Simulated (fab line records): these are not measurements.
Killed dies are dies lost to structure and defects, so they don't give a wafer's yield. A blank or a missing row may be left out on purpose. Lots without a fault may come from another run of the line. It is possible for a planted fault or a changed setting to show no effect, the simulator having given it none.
Chamber matching -- flow n5_finfet -- 4 sister chambers for N5_BEOL_M4_ETCH_69 on rie_diel-01
The step etches SiARC in CF4, target depth 15.6 nm, time 26 s. 16 wafers are shown with their chamber, then 8 later ones without.

## EACH WAFER AND ITS CHAMBER
wafer,chamber,throttle_valve_pct (%),showerhead_plenum_p_Torr (Torr),oes_product_au (a.u.)
L074.1,2,15.72,2.16,0.70
L074.3,0,15.58,2.16,0.72
L074.5,1,15.50,2.19,0.80
L077.1,1,15.49,2.18,0.78
L077.4,0,15.59,2.16,0.71
L077.6,1,15.48,2.19,0.79
L079.2,3,15.86,2.12,0.63
L079.3,0,15.63,2.16,0.69
L079.5,2,15.74,2.15,0.67
L082.1,3,15.86,2.12,0.63
L082.4,0,15.64,2.16,0.69
L082.5,3,15.87,2.12,0.63
L081.1,0,15.62,2.16,0.69
L081.2,2,15.73,2.15,0.67
L081.6,2,15.75,2.15,0.67
L088.2,0,15.65,2.15,0.68

SIGNATURES (averages over the wafers above)
reading,chamber 0,chamber 1,chamber 2,chamber 3,scatter within a chamber
throttle_valve_pct,15.6183,15.4900,15.7350,15.8633,0.0197
showerhead_plenum_p_Torr,2.1583,2.1867,2.1525,2.1200,0.00433
oes_product_au,0.6967,0.7900,0.6775,0.6300,0.0129
Rule: for each reading, subtract the chamber's mean from the wafer's reading, divide by that reading's scatter and square the result; add these up over the readings and take the root, which gives the wafer's distance from the chamber. The wafer belongs to the nearest chamber; if the next one is less than 2 further off, it can't be placed. How the scatter is found: for the shown wafers, subtract from each reading the mean of its chamber, square and add these, divide the total by (wafers less chambers), then take the root.

## WAFERS MISSING THEIR CHAMBER
wafer,throttle_valve_pct (%),showerhead_plenum_p_Torr (Torr),oes_product_au (a.u.)
L088.3,15.77,2.15,0.66
L088.4,15.55,2.18,0.73
L091.2,15.77,2.15,0.67
L091.5,15.78,2.15,0.66
L091.6,15.92,2.12,0.62
L097.3,15.62,2.17,0.71
L097.4,15.72,2.14,0.66
L097.5,15.71,2.14,0.65

## WHICH CHAMBER EACH ONE RAN IN
wafer,from the rows above,in truth
L088.3,2,2
L088.4,can't be placed: 1 or 0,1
L091.2,2,2
L091.5,2,2
L091.6,3,3
L097.3,0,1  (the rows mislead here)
L097.4,2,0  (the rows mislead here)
L097.5,2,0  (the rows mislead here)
Placed correctly: 4 of 8. Can't be placed from these rows: 1 (the true chamber is among the candidates in 1). Placed wrongly: 3.
